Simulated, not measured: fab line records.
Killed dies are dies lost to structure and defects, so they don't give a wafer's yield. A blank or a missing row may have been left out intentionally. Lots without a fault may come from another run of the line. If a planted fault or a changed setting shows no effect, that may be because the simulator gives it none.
fab line records -- flow n5-finfet
record: lots: 24, wafers: 72, last-day: 17
route steps=1938 shown BEOL_M13@1715 BEOL_M14@1717 BEOL_M15@1806
lots that met no fault: from a run of the same line without faults
start-h: the number of hours between the record's first day and the start of the first shown wafer of the lot -- wait-h: time in hours since the lot's previous step -- " unchanged from the row above -- L1.1+2: one row covering several wafers at once -- - no value, or no start given -- * or withheld: withheld -- < > ~ a bound
route shown NAME@n: NAME is a module with steps in the file, n the number in the route of the first one -- usual: mean/standard deviation taken from wafers without a fault -- same: alike in all rows -- chamber/n: place in a boat -- sites: per-site readings -- _std_site: the values' standard deviation -- _edge_site: outer sites' mean less inner sites' -- radius-mm: for every site, how far away it sits from the centre of the wafer -- mask NAME#n: copy n -- behind: the most recent tool/chamber to have shaped the wafer -- hold: cause of the lot's hold/its duration in hours/its outcome -- device: whichever transistor did not switch (one of n, p or np) -- end of line: the same wafers' tests at the end of the route -- a step with no rows: only its recipe -- killed: the dies lost at the first sort to structure and to defects; this is not the yield of the wafer -- map: the dies of a wafer, with x for killed, . for not killed, _ for no die there
set.NAME: the setting that was run; set.NAME@STEP: the one run at that earlier step -- model.NAME: the simulator's own value behind a step, which no gauge read
route steps across a sampled set of lots; one table per step, one row per wafer
services: from which hour (start-h, from the record's first day; less than 0 if before it) a tool's chamber was out of use, for how many hours, and why
== steps ==
step: N5_BEOL_M13_INSPECT_55
recipe: inspect-instrument: darkfield, mode: post-dep
usual: raw-defect-count: 69/23
lot.wafer,tool,chamber,start-h,wait-h,raw-defect-count
L074.3,defect-inspect-02,-,229.04,0.0,86
L074.4,defect-inspect-02,-,229.04,0.0,102
L074.5,defect-inspect-02,-,229.04,0.0,122
L075.2,defect-inspect-02,-,247.57,0.0,69
L075.3,defect-inspect-02,-,247.57,0.0,52
L075.5,defect-inspect-02,-,247.57,0.0,48
L077.2,defect-inspect-02,-,249.28,0.0,59
L077.4,defect-inspect-02,-,249.28,0.0,43
L077.5,defect-inspect-02,-,249.28,0.0,41
L078.3,defect-inspect-02,-,249.78,0.0,53
L078.4,defect-inspect-02,-,249.78,0.0,79
L078.5,defect-inspect-02,-,249.78,0.0,40
L076.2,defect-inspect-02,-,250.19,0.0,79
L076.4,defect-inspect-02,-,250.19,0.0,108
L076.6,defect-inspect-02,-,250.19,0.0,69
L079.1,defect-inspect-02,-,266.06,0.0,121
L079.2,defect-inspect-02,-,266.06,0.0,72
L079.6,defect-inspect-02,-,266.06,0.0,105
L080.1,defect-inspect-02,-,275.82,0.0,50
L080.2,defect-inspect-02,-,275.82,0.0,69
L080.5,defect-inspect-02,-,275.82,0.0,50
L082.1,defect-inspect-01,-,276.98,0.0,80
L082.3,defect-inspect-01,-,276.98,0.0,70
L082.6,defect-inspect-01,-,276.98,0.0,57
L081.2,defect-inspect-02,-,282.73,0.0,50
L081.3,defect-inspect-02,-,282.73,0.0,37
L081.4,defect-inspect-02,-,282.73,0.0,73
L083.2,defect-inspect-01,-,286.82,0.0,68
L083.3,defect-inspect-01,-,286.82,0.0,56
L083.6,defect-inspect-01,-,286.82,0.0,73
L085.1,defect-inspect-02,-,303.03,0.0,55
L085.4,defect-inspect-02,-,303.03,0.0,43
L085.5,defect-inspect-02,-,303.03,0.0,58
L084.2,defect-inspect-01,-,305.91,0.0,66
L084.3,defect-inspect-01,-,305.91,0.0,61
L084.6,defect-inspect-01,-,305.91,0.0,49
L087.3,defect-inspect-02,-,311.18,0.0,78
L087.4,defect-inspect-02,-,311.18,0.0,94
L087.6,defect-inspect-02,-,311.18,0.0,56
L086.4,defect-inspect-01,-,323.39,0.0,101
L086.5,defect-inspect-01,-,323.39,0.0,104
L086.6,defect-inspect-01,-,323.39,0.0,94
L089.1,defect-inspect-01,-,323.61,0.0,56
L089.2,defect-inspect-01,-,323.61,0.0,42
L089.4,defect-inspect-01,-,323.61,0.0,62
L090.2,defect-inspect-01,-,324.91,0.0,63
L090.3,defect-inspect-01,-,324.91,0.0,88
L090.5,defect-inspect-01,-,324.91,0.0,64
L088.1,defect-inspect-02,-,325.24,0.0,93
L088.4,defect-inspect-02,-,325.24,0.0,107
L088.6,defect-inspect-02,-,325.24,0.0,72
L091.1,defect-inspect-01,-,341.12,0.0,69
L091.3,defect-inspect-01,-,341.12,0.0,79
L091.6,defect-inspect-01,-,341.12,0.0,68
L092.3,defect-inspect-01,-,344.59,0.0,27
L092.5,defect-inspect-01,-,344.59,0.0,59
L092.6,defect-inspect-01,-,344.59,0.0,69
L094.1,defect-inspect-02,-,352.61,0.0,78
L094.5,defect-inspect-02,-,352.61,0.0,60
L094.6,defect-inspect-02,-,352.61,0.0,52
L093.2,defect-inspect-01,-,358.16,0.0,54
L093.4,defect-inspect-01,-,358.16,0.0,61
L093.6,defect-inspect-01,-,358.16,0.0,57
L095.2,defect-inspect-02,-,362.35,0.0,35
L095.4,defect-inspect-02,-,362.35,0.0,47
L095.6,defect-inspect-02,-,362.35,0.0,38
L096.1,defect-inspect-02,-,363.43,0.0,73
L096.2,defect-inspect-02,-,363.43,0.0,95
L096.6,defect-inspect-02,-,363.43,0.0,56
L097.2,defect-inspect-02,-,383.06,0.0,73
L097.3,defect-inspect-02,-,383.06,0.0,97
L097.5,defect-inspect-02,-,383.06,0.0,149
step: N5_BEOL_M14_THK_MEAS_01
recipe: reads: SiO2_of_BEOL_M14_ILD_DEP_00
usual: M14_ILD_THK: 1121/15
lot.wafer,tool,chamber,start-h,wait-h,M14_ILD_THK[nm]
L074.3,film-metro-02,-,229.34,0.1,1137
L074.4,film-metro-02,-,229.34,0.1,1136
L074.5,film-metro-02,-,229.34,0.1,1128
L075.2,film-metro-02,-,247.80,0.1,1109
L075.3,film-metro-02,-,247.80,0.1,1114
L075.5,film-metro-02,-,247.80,0.1,1128
L077.2,film-metro-02,-,249.51,0.1,1129
L077.4,film-metro-02,-,249.51,0.1,1136
L077.5,film-metro-02,-,249.51,0.1,1140
L078.3,film-metro-01,-,250.00,0.1,1095
L078.4,film-metro-01,-,250.00,0.1,1125
L078.5,film-metro-01,-,250.00,0.1,1134
L076.2,film-metro-02,-,250.42,0.1,1114
L076.4,film-metro-02,-,250.42,0.1,1144
L076.6,film-metro-02,-,250.42,0.1,1139
L079.1,film-metro-01,-,266.29,0.1,1140
L079.2,film-metro-01,-,266.29,0.1,1125
L079.6,film-metro-01,-,266.29,0.1,1150
L080.1,film-metro-02,-,276.13,0.2,1102
L080.2,film-metro-02,-,276.13,0.2,1094
L080.5,film-metro-02,-,276.13,0.2,1124
L082.1,film-metro-02,-,277.21,0.1,1113
L082.3,film-metro-02,-,277.21,0.1,1107
L082.6,film-metro-02,-,277.21,0.1,1125
L081.2,film-metro-02,-,282.95,0.1,1104
L081.3,film-metro-02,-,282.95,0.1,1111
L081.4,film-metro-02,-,282.95,0.1,1116
L083.2,film-metro-01,-,287.05,0.1,1119
L083.3,film-metro-01,-,287.05,0.1,1114
L083.6,film-metro-01,-,287.05,0.1,1141
L085.1,film-metro-02,-,303.25,0.1,1101
L085.4,film-metro-02,-,303.25,0.1,1114
L085.5,film-metro-02,-,303.25,0.1,1113
L084.2,film-metro-02,-,306.13,0.1,1119
L084.3,film-metro-02,-,306.13,0.1,1113
L084.6,film-metro-02,-,306.13,0.1,1131
L087.3,film-metro-02,-,311.40,0.1,1099
L087.4,film-metro-02,-,311.40,0.1,1118
L087.6,film-metro-02,-,311.40,0.1,1128
L086.4,film-metro-01,-,323.61,0.0,1119
L086.5,film-metro-01,-,323.61,0.0,1128
L086.6,film-metro-01,-,323.61,0.0,1132
L089.1,film-metro-01,-,323.85,0.1,1146
L089.2,film-metro-01,-,323.85,0.1,1124
L089.4,film-metro-01,-,323.85,0.1,1136
L090.2,film-metro-02,-,325.14,0.1,1109
L090.3,film-metro-02,-,325.14,0.1,1111
L090.5,film-metro-02,-,325.14,0.1,1128
L088.1,film-metro-01,-,325.46,0.1,1122
L088.4,film-metro-01,-,325.46,0.1,1138
L088.6,film-metro-01,-,325.46,0.1,1158
L091.1,film-metro-01,-,341.35,0.1,1113
L091.3,film-metro-01,-,341.35,0.1,1133
L091.6,film-metro-01,-,341.35,0.1,1123
L092.3,film-metro-02,-,344.81,0.1,1118
L092.5,film-metro-02,-,344.81,0.1,1135
L092.6,film-metro-02,-,344.81,0.1,1117
L094.1,film-metro-02,-,352.83,0.1,1106
L094.5,film-metro-02,-,352.83,0.1,1123
L094.6,film-metro-02,-,352.83,0.1,1127
L093.2,film-metro-02,-,358.38,0.1,1103
L093.4,film-metro-02,-,358.38,0.1,1115
L093.6,film-metro-02,-,358.38,0.1,1118
L095.2,film-metro-01,-,362.58,0.1,1093
L095.4,film-metro-01,-,362.58,0.1,1106
L095.6,film-metro-01,-,362.58,0.1,1115
L096.1,film-metro-01,-,363.66,0.1,1105
L096.2,film-metro-01,-,363.66,0.1,1110
L096.6,film-metro-01,-,363.66,0.1,1122
L097.2,film-metro-02,-,383.28,0.1,1119
L097.3,film-metro-02,-,383.28,0.1,1122
L097.5,film-metro-02,-,383.28,0.1,1153
step: N5_BEOL_M14_OVL_MEAS_29
recipe: points-per-wafer: 44
usual: M14_OVL: 3/5.1
same: points-per-wafer: 44
lot.wafer,tool,chamber,start-h,wait-h,M14_OVL[nm]
L074.3,overlay-02,0,231.08,0.0,1
L074.4,overlay-02,0,231.08,0.0,3
L074.5,overlay-02,0,231.08,0.0,3
L075.2,overlay-02,0,249.12,0.0,8
L075.3,overlay-02,0,249.12,0.0,6
L075.5,overlay-02,0,249.12,0.0,3
L077.2,overlay-02,0,250.69,0.0,8
L077.4,overlay-02,0,250.69,0.0,6
L077.5,overlay-02,0,250.69,0.0,14
L078.3,overlay-02,0,251.32,0.0,2
L078.4,overlay-02,0,251.32,0.0,3
L078.5,overlay-02,0,251.32,0.0,-3
L076.2,overlay-02,0,251.86,0.0,7
L076.4,overlay-02,0,251.86,0.0,-2
L076.6,overlay-02,0,251.86,0.0,1
L079.1,overlay-01,0,267.47,0.0,7
L079.2,overlay-01,0,267.47,0.0,8
L079.6,overlay-01,0,267.47,0.0,2
L080.1,overlay-02,0,278.65,0.0,15
L080.2,overlay-02,0,278.65,0.0,7
L080.5,overlay-02,0,278.65,0.0,3
L082.1,overlay-01,0,278.81,0.0,6
L082.3,overlay-01,0,278.81,0.0,7
L082.6,overlay-01,0,278.81,0.0,12
L081.2,overlay-02,0,284.27,0.0,0
L081.3,overlay-02,0,284.27,0.0,-1
L081.4,overlay-02,0,284.27,0.0,1
L083.2,overlay-02,0,288.49,0.0,0
L083.3,overlay-02,0,288.49,0.0,1
L083.6,overlay-02,0,288.49,0.0,2
L085.1,overlay-01,0,304.64,0.0,-3
L085.4,overlay-01,0,304.64,0.0,0
L085.5,overlay-01,0,304.64,0.0,2
L084.2,overlay-01,0,308.09,0.0,-1
L084.3,overlay-01,0,308.09,0.0,-4
L084.6,overlay-01,0,308.09,0.0,5
L087.3,overlay-02,0,312.83,0.0,5
L087.4,overlay-02,0,312.83,0.0,4
L087.6,overlay-02,0,312.83,0.0,3
L086.4,overlay-01,0,324.95,0.0,6
L086.5,overlay-01,0,324.95,0.0,7
L086.6,overlay-01,0,324.95,0.0,6
L089.1,overlay-01,0,325.16,0.0,2
L089.2,overlay-01,0,325.16,0.0,-1
L089.4,overlay-01,0,325.16,0.0,-8
L090.2,overlay-01,0,327.08,0.0,4
L090.3,overlay-01,0,327.08,0.0,7
L090.5,overlay-01,0,327.08,0.0,11
L088.1,overlay-02,0,327.44,0.0,-7
L088.4,overlay-02,0,327.44,0.0,-3
L088.6,overlay-02,0,327.44,0.0,2
L091.1,overlay-01,0,342.54,0.0,1
L091.3,overlay-01,0,342.54,0.0,4
L091.6,overlay-01,0,342.54,0.0,8
L092.3,overlay-02,0,346.17,0.0,-3
L092.5,overlay-02,0,346.17,0.0,3
L092.6,overlay-02,0,346.17,0.0,4
L094.1,overlay-01,0,354.02,0.0,3
L094.5,overlay-01,0,354.02,0.0,4
L094.6,overlay-01,0,354.02,0.0,-4
L093.2,overlay-01,0,359.69,0.0,-5
L093.4,overlay-01,0,359.69,0.0,-4
L093.6,overlay-01,0,359.69,0.0,-9
L095.2,overlay-01,0,363.89,0.0,-10
L095.4,overlay-01,0,363.89,0.0,-4
L095.6,overlay-01,0,363.89,0.0,-4
L096.1,overlay-01,0,365.09,0.0,5
L096.2,overlay-01,0,365.09,0.0,6
L096.6,overlay-01,0,365.09,0.0,4
L097.2,overlay-01,0,384.63,0.0,9
L097.3,overlay-01,0,384.63,0.0,1
L097.5,overlay-01,0,384.63,0.0,-1
step: N5_BEOL_M15_INSPECT_30
recipe: mode: adi, inspect-instrument: macro
usual: raw-defect-count: 1.9/1.4
lot.wafer,tool,chamber,start-h,wait-h,raw-defect-count
L074.3,defect-inspect-01,-,236.81,0.0,4
L074.4,defect-inspect-01,-,236.81,0.0,2
L074.5,defect-inspect-01,-,236.81,0.0,0
L075.2,defect-inspect-01,-,256.44,0.0,4
L075.3,defect-inspect-01,-,256.44,0.0,4
L075.5,defect-inspect-01,-,256.44,0.0,5
L078.3,defect-inspect-01,-,256.67,0.0,2
L078.4,defect-inspect-01,-,256.67,0.0,1
L078.5,defect-inspect-01,-,256.67,0.0,0
L077.2,defect-inspect-01,-,256.91,0.0,1
L077.4,defect-inspect-01,-,256.91,0.0,4
L077.5,defect-inspect-01,-,256.91,0.0,2
L076.2,defect-inspect-01,-,257.27,0.0,0
L076.4,defect-inspect-01,-,257.27,0.0,0
L076.6,defect-inspect-01,-,257.27,0.0,2
L079.1,defect-inspect-02,-,272.52,0.0,2
L079.2,defect-inspect-02,-,272.52,0.0,2
L079.6,defect-inspect-02,-,272.52,0.0,0
L080.1,defect-inspect-01,-,286.38,0.0,1
L080.2,defect-inspect-01,-,286.38,0.0,2
L080.5,defect-inspect-01,-,286.38,0.0,1
L082.1,defect-inspect-01,-,286.56,0.0,1
L082.3,defect-inspect-01,-,286.56,0.0,3
L082.6,defect-inspect-01,-,286.56,0.0,1
L081.2,defect-inspect-02,-,290.50,0.0,1
L081.3,defect-inspect-02,-,290.50,0.0,0
L081.4,defect-inspect-02,-,290.50,0.0,0
L083.2,defect-inspect-01,-,294.24,0.0,0
L083.3,defect-inspect-01,-,294.24,0.0,4
L083.6,defect-inspect-01,-,294.24,0.0,2
L085.1,defect-inspect-01,-,310.69,0.0,2
L085.4,defect-inspect-01,-,310.69,0.0,1
L085.5,defect-inspect-01,-,310.69,0.0,1
L084.2,defect-inspect-02,-,312.91,0.0,5
L084.3,defect-inspect-02,-,312.91,0.0,0
L084.6,defect-inspect-02,-,312.91,0.0,4
L087.3,defect-inspect-01,-,318.42,0.0,3
L087.4,defect-inspect-01,-,318.42,0.0,0
L087.6,defect-inspect-01,-,318.42,0.0,5
L086.4,defect-inspect-02,-,332.17,0.0,2
L086.5,defect-inspect-02,-,332.17,0.0,1
L086.6,defect-inspect-02,-,332.17,0.0,2
L089.1,defect-inspect-01,-,333.69,0.0,2
L089.2,defect-inspect-01,-,333.69,0.0,0
L089.4,defect-inspect-01,-,333.69,0.0,3
L090.2,defect-inspect-02,-,333.73,0.0,5
L090.3,defect-inspect-02,-,333.73,0.0,2
L090.5,defect-inspect-02,-,333.73,0.0,1
L088.1,defect-inspect-02,-,335.51,0.0,5
L088.4,defect-inspect-02,-,335.51,0.0,2
L088.6,defect-inspect-02,-,335.51,0.0,1
L091.1,defect-inspect-02,-,349.21,0.0,0
L091.3,defect-inspect-02,-,349.21,0.0,1
L091.6,defect-inspect-02,-,349.21,0.0,2
L092.3,defect-inspect-02,-,355.12,0.0,1
L092.5,defect-inspect-02,-,355.12,0.0,2
L092.6,defect-inspect-02,-,355.12,0.0,1
L094.1,defect-inspect-02,-,359.59,0.0,4
L094.5,defect-inspect-02,-,359.59,0.0,1
L094.6,defect-inspect-02,-,359.59,0.0,0
L093.2,defect-inspect-01,-,366.08,0.0,2
L093.4,defect-inspect-01,-,366.08,0.0,1
L093.6,defect-inspect-01,-,366.08,0.0,3
L095.2,defect-inspect-02,-,372.42,0.0,3
L095.4,defect-inspect-02,-,372.42,0.0,0
L095.6,defect-inspect-02,-,372.42,0.0,3
L096.1,defect-inspect-01,-,373.43,0.0,0
L096.2,defect-inspect-01,-,373.43,0.0,2
L096.6,defect-inspect-01,-,373.43,0.0,1
L097.2,defect-inspect-01,-,391.36,0.0,1
L097.3,defect-inspect-01,-,391.36,0.0,2
L097.5,defect-inspect-01,-,391.36,0.0,2
step: N5_BEOL_M15_STRIP_62
recipe: chemistry: O2, power-w: 600, temp-c: 60, pressure-mtorr: 30, rf-frequency-hz: 6e+07, bias-power-w: 0, overash-fraction: 0.3, o2-flow-sccm: 225
usual: drypump-motor-current-A: 5.9/0.41, o2-flow-sccm: 225.0/0.62, oes-product-au: 0.81/0.072, rf-vpp-V: 3.7/0.48, showerhead-plenum-p-Torr: 2.12/0.077, throttle-valve-pct: 16.61/0.21
lot.wafer,tool,chamber,start-h,wait-h,drypump-motor-current-A,o2-flow-sccm,oes-product-au,rf-hours-counter-h,rf-vpp-V,showerhead-plenum-p-Torr,throttle-valve-pct
L074.3,rie-diel-06,3,-,-,5.9,224.4,0.82,-,3.9,2.21,16.43
L074.4,rie-diel-06,2,-,-,5.2,225.5,0.86,-,2.9,2.13,16.61
L074.5,rie-diel-06,3,-,-,5.9,224.8,0.82,-,3.9,2.21,16.44
L075.2,rie-diel-02,2,-,-,6.2,225.7,0.73,212,3.6,1.99,17.05
L075.3,rie-diel-02,1,-,-,6.3,225.5,0.73,178,4.5,2.17,16.44
L075.5,rie-diel-02,1,-,-,6.3,225.0,0.73,-,3.2,2.17,16.43
L078.3,rie-diel-02,2,-,-,6.2,224.7,0.73,213,3.2,1.98,17.06
L078.4,rie-diel-02,1,-,-,6.2,224.5,0.73,179,3.5,2.17,16.43
L078.5,rie-diel-02,1,-,-,6.2,224.9,0.72,-,3.2,2.17,16.44
L077.2,rie-diel-06,1,-,-,6.2,225.2,0.88,39,3.1,2.13,16.35
L077.4,rie-diel-06,1,-,-,6.2,226.1,0.88,-,4.4,2.13,16.36
L077.5,rie-diel-06,1,-,-,6.1,224.8,0.89,-,4.2,2.13,16.35
L076.2,rie-diel-06,1,-,-,6.2,225.6,0.89,39,4.0,2.13,16.35
L076.4,rie-diel-06,2,-,-,5.2,225.0,0.84,-,2.6,2.13,16.64
L076.6,rie-diel-06,1,-,-,6.1,224.8,0.88,-,3.7,2.13,16.37
L079.1,rie-diel-06,1,-,-,6.1,225.1,0.88,43,3.7,2.13,16.36
L079.2,rie-diel-06,3,-,-,5.8,225.2,0.80,111,3.8,2.20,16.45
L079.6,rie-diel-06,0,-,-,5.9,225.3,0.96,-,4.1,2.06,16.44
L082.1,rie-diel-03,0,-,-,6.6,225.4,0.84,57,4.4,2.04,16.59
L082.3,rie-diel-03,2,-,-,5.3,225.8,0.73,179,3.8,2.00,16.82
L082.6,rie-diel-03,1,-,-,5.9,224.4,0.71,-,4.3,2.17,16.97
L080.1,rie-diel-06,1,-,-,6.1,225.1,0.87,48,3.1,2.13,16.35
L080.2,rie-diel-06,0,-,-,6.0,224.7,0.96,12,4.1,2.06,16.46
L080.5,rie-diel-06,2,-,-,5.2,224.8,0.84,-,3.8,2.13,16.65
L081.2,rie-diel-03,2,-,-,5.3,225.6,0.74,180,3.4,2.00,16.83
L081.3,rie-diel-03,1,-,-,5.9,224.7,0.71,201,3.4,2.17,16.97
L081.4,rie-diel-03,3,-,-,5.3,225.1,0.89,27,3.2,2.05,16.64
L083.2,rie-diel-03,1,-,-,5.9,223.5,0.70,202,4.0,2.17,16.96
L083.3,rie-diel-03,3,-,-,5.3,225.5,0.89,28,3.8,2.05,16.61
L083.6,rie-diel-03,3,-,-,5.3,225.2,0.88,-,4.2,2.05,16.61
L085.1,rie-diel-02,1,-,-,6.2,224.5,0.71,194,4.2,2.17,16.48
L085.4,rie-diel-02,3,-,-,5.6,224.0,0.86,52,3.0,2.23,16.57
L085.5,rie-diel-02,3,-,-,5.6,224.8,0.87,-,4.4,2.23,16.57
L084.2,rie-diel-03,3,-,-,5.4,224.0,0.87,34,4.3,2.05,16.64
L084.3,rie-diel-03,2,-,-,5.3,224.4,0.72,186,4.1,2.00,16.83
L084.6,rie-diel-03,0,-,-,6.6,225.1,0.83,-,3.0,2.04,16.58
L087.3,rie-diel-03,1,-,-,5.9,225.4,0.71,210,4.2,2.17,16.97
L087.4,rie-diel-03,3,-,-,5.3,225.2,0.86,37,3.9,2.04,16.65
L087.6,rie-diel-03,0,-,-,6.6,225.2,0.83,-,3.6,2.04,16.60
L086.4,rie-diel-06,0,-,-,6.0,225.9,0.91,-,4.7,2.05,16.48
L086.5,rie-diel-06,1,-,-,6.2,225.7,0.84,-,4.5,2.13,16.41
L086.6,rie-diel-06,3,-,-,5.8,225.1,0.78,-,2.9,2.20,16.50
L089.1,rie-diel-02,1,-,-,6.2,224.7,0.70,204,4.2,2.16,16.49
L089.2,rie-diel-02,0,-,-,6.0,225.3,0.77,122,3.7,2.20,16.45
L089.4,rie-diel-02,2,-,-,6.2,225.0,0.70,238,4.1,1.98,17.10
L090.2,rie-diel-02,1,-,-,6.2,226.1,0.71,204,4.0,2.16,16.48
L090.3,rie-diel-02,2,-,-,6.2,225.1,0.70,239,3.3,1.98,17.09
L090.5,rie-diel-02,1,-,-,6.3,225.4,0.71,-,3.1,2.17,16.48
L088.1,rie-diel-03,2,-,-,5.3,224.9,0.72,189,3.6,2.00,16.83
L088.4,rie-diel-03,0,-,-,6.7,224.4,0.82,68,4.4,2.04,16.61
L088.6,rie-diel-03,0,-,-,6.7,225.6,0.82,-,4.3,2.04,16.59
L091.1,rie-diel-06,0,-,-,6.0,225.3,0.90,35,4.3,2.05,16.48
L091.3,rie-diel-06,2,-,-,5.2,224.6,0.82,89,3.5,2.12,16.69
L091.6,rie-diel-06,3,-,-,5.9,225.1,0.77,-,3.8,2.19,16.48
L092.3,rie-diel-06,1,-,-,6.1,224.9,0.84,72,3.8,2.12,16.42
L092.5,rie-diel-06,0,-,-,6.0,226.2,0.89,-,4.6,2.05,16.50
L092.6,rie-diel-06,3,-,-,5.8,225.6,0.77,-,3.4,2.19,16.49
L094.1,rie-diel-02,1,-,-,6.2,224.2,0.69,210,4.2,2.16,16.49
L094.5,rie-diel-02,3,-,-,5.5,226.0,0.85,-,2.0,2.22,16.60
L094.6,rie-diel-02,2,-,-,6.2,225.3,0.70,-,3.4,1.97,17.10
L093.2,rie-diel-02,2,-,-,6.2,225.5,0.70,246,3.7,1.97,17.11
L093.4,rie-diel-02,3,-,-,5.6,224.3,0.84,69,3.5,2.22,16.60
L093.6,rie-diel-02,0,-,-,6.0,225.0,0.77,-,3.3,2.19,16.46
L095.2,rie-diel-02,2,-,-,6.2,225.3,0.70,249,3.6,1.97,17.10
L095.4,rie-diel-02,1,-,-,6.2,224.4,0.70,-,3.0,2.16,16.51
L095.6,rie-diel-02,2,-,-,6.2,224.7,0.70,-,3.1,1.97,17.12
L096.1,rie-diel-06,1,-,-,6.2,225.0,0.82,79,3.8,2.12,16.42
L096.2,rie-diel-06,3,-,-,5.8,226.2,0.77,141,3.4,2.19,16.49
L096.6,rie-diel-06,1,-,-,6.2,224.7,0.82,-,4.4,2.12,16.43
L097.2,rie-diel-06,2,-,-,5.2,225.7,0.80,104,4.2,2.12,16.71
L097.3,rie-diel-06,3,-,-,5.8,225.1,0.76,148,3.9,2.19,16.50
L097.5,rie-diel-06,1,-,-,6.1,224.1,0.82,-,4.5,2.12,16.44
step: N5_BEOL_M15_PRE_CLEAN_42
recipe: gas: H2/He, time-s: 30, temp-c: 300
usual: heater-power-w: 454/52
lot.wafer,tool,chamber,start-h,wait-h,heater-power-w
L074.3,pvd-sputter-03,-,238.49,0.0,421
L074.4,pvd-sputter-03,-,238.49,0.0,467
L074.5,pvd-sputter-03,-,238.49,0.0,484
L075.2,pvd-sputter-02,-,258.92,0.0,449
L075.3,pvd-sputter-02,-,258.92,0.0,341
L075.5,pvd-sputter-02,-,258.92,0.0,336
L078.3,pvd-sputter-03,-,260.85,0.0,480
L078.4,pvd-sputter-03,-,260.85,0.0,470
L078.5,pvd-sputter-03,-,260.85,0.0,466
L077.2,pvd-sputter-03,-,261.17,0.0,469
L077.4,pvd-sputter-03,-,261.17,0.0,478
L077.5,pvd-sputter-03,-,261.17,0.0,481
L076.2,pvd-sputter-03,-,261.89,0.0,474
L076.4,pvd-sputter-03,-,261.89,0.0,479
L076.6,pvd-sputter-03,-,261.89,0.0,482
L079.1,pvd-sputter-02,-,274.96,0.0,446
L079.2,pvd-sputter-02,-,274.96,0.0,342
L079.6,pvd-sputter-02,-,274.96,0.0,427
L082.1,pvd-sputter-01,-,290.85,0.0,444
L082.3,pvd-sputter-01,-,290.85,0.0,549
L082.6,pvd-sputter-01,-,290.85,0.0,455
L080.1,pvd-sputter-03,-,290.93,0.0,490
L080.2,pvd-sputter-03,-,290.93,0.0,420
L080.5,pvd-sputter-03,-,290.93,0.0,455
L081.2,pvd-sputter-02,-,291.97,0.0,335
L081.3,pvd-sputter-02,-,291.97,0.0,445
L081.4,pvd-sputter-02,-,291.97,0.0,454
L083.2,pvd-sputter-01,-,297.39,0.0,432
L083.3,pvd-sputter-01,-,297.39,0.0,492
L083.6,pvd-sputter-01,-,297.39,0.0,508
L085.1,pvd-sputter-01,-,312.62,0.0,435
L085.4,pvd-sputter-01,-,312.62,0.0,491
L085.5,pvd-sputter-01,-,312.62,0.0,550
L084.2,pvd-sputter-03,-,314.13,0.0,470
L084.3,pvd-sputter-03,-,314.13,0.0,456
L084.6,pvd-sputter-03,-,314.13,0.0,471
L087.3,pvd-sputter-02,-,322.82,0.0,439
L087.4,pvd-sputter-02,-,322.82,0.0,327
L087.6,pvd-sputter-02,-,322.82,0.0,438
L086.4,pvd-sputter-02,-,335.68,0.0,446
L086.5,pvd-sputter-02,-,335.68,0.0,334
L086.6,pvd-sputter-02,-,335.68,0.0,453
L089.1,pvd-sputter-02,-,338.50,0.0,332
L089.2,pvd-sputter-02,-,338.50,0.0,438
L089.4,pvd-sputter-02,-,338.50,0.0,426
L090.2,pvd-sputter-03,-,338.88,0.0,471
L090.3,pvd-sputter-03,-,338.88,0.0,471
L090.5,pvd-sputter-03,-,338.88,0.0,484
L088.1,pvd-sputter-03,-,339.20,0.0,469
L088.4,pvd-sputter-03,-,339.20,0.0,401
L088.6,pvd-sputter-03,-,339.20,0.0,405
L091.1,pvd-sputter-02,-,353.44,0.0,450
L091.3,pvd-sputter-02,-,353.44,0.0,431
L091.6,pvd-sputter-02,-,353.44,0.0,328
L092.3,pvd-sputter-01,-,356.44,0.0,560
L092.5,pvd-sputter-01,-,356.44,0.0,552
L092.6,pvd-sputter-01,-,356.44,0.0,490
L094.1,pvd-sputter-01,-,361.10,0.0,562
L094.5,pvd-sputter-01,-,361.10,0.0,456
L094.6,pvd-sputter-01,-,361.10,0.0,551
L093.2,pvd-sputter-03,-,367.32,0.0,466
L093.4,pvd-sputter-03,-,367.32,0.0,475
L093.6,pvd-sputter-03,-,367.32,0.0,478
L095.2,pvd-sputter-01,-,374.37,0.0,457
L095.4,pvd-sputter-01,-,374.37,0.0,559
L095.6,pvd-sputter-01,-,374.37,0.0,508
L096.1,pvd-sputter-01,-,374.89,0.0,558
L096.2,pvd-sputter-01,-,374.89,0.0,432
L096.6,pvd-sputter-01,-,374.89,0.0,573
L097.2,pvd-sputter-01,-,393.97,0.0,440
L097.3,pvd-sputter-01,-,393.97,0.0,549
L097.5,pvd-sputter-01,-,393.97,0.0,455
== services ==
tool,chamber,start-h,hours,kind
rie-diel-02,2,223.76,6.1,repair
rie-diel-06,0,229.98,-,clean
rie-diel-06,0,229.98,-,consumable-replace:focus-ring
rie-diel-06,0,229.98,14.3,scheduled-down
rie-diel-06,0,229.98,14.3,vent-cycle
rie-diel-02,2,237.18,4.4,repair
rie-diel-06,2,241.17,1.2,repair
rie-diel-06,3,259.63,4.8,repair
rie-diel-06,-,298.79,0.8,repair
rie-diel-03,-,323.93,14.6,pm
rie-diel-06,2,325.16,13.6,repair
pvd-sputter-03,-,335.59,1.7,repair
rie-diel-02,-,343.94,2.8,pm
rie-diel-02,0,369.71,4.9,repair
rie-diel-02,-,375.07,4.3,pm
rie-diel-02,2,381.56,-,clean
rie-diel-02,2,381.56,-,consumable-replace:focus-ring
rie-diel-02,2,381.56,-,consumable-replace:showerhead
rie-diel-02,2,381.56,16.8,scheduled-down
rie-diel-02,2,381.56,16.8,vent-cycle
== key ==
fault none
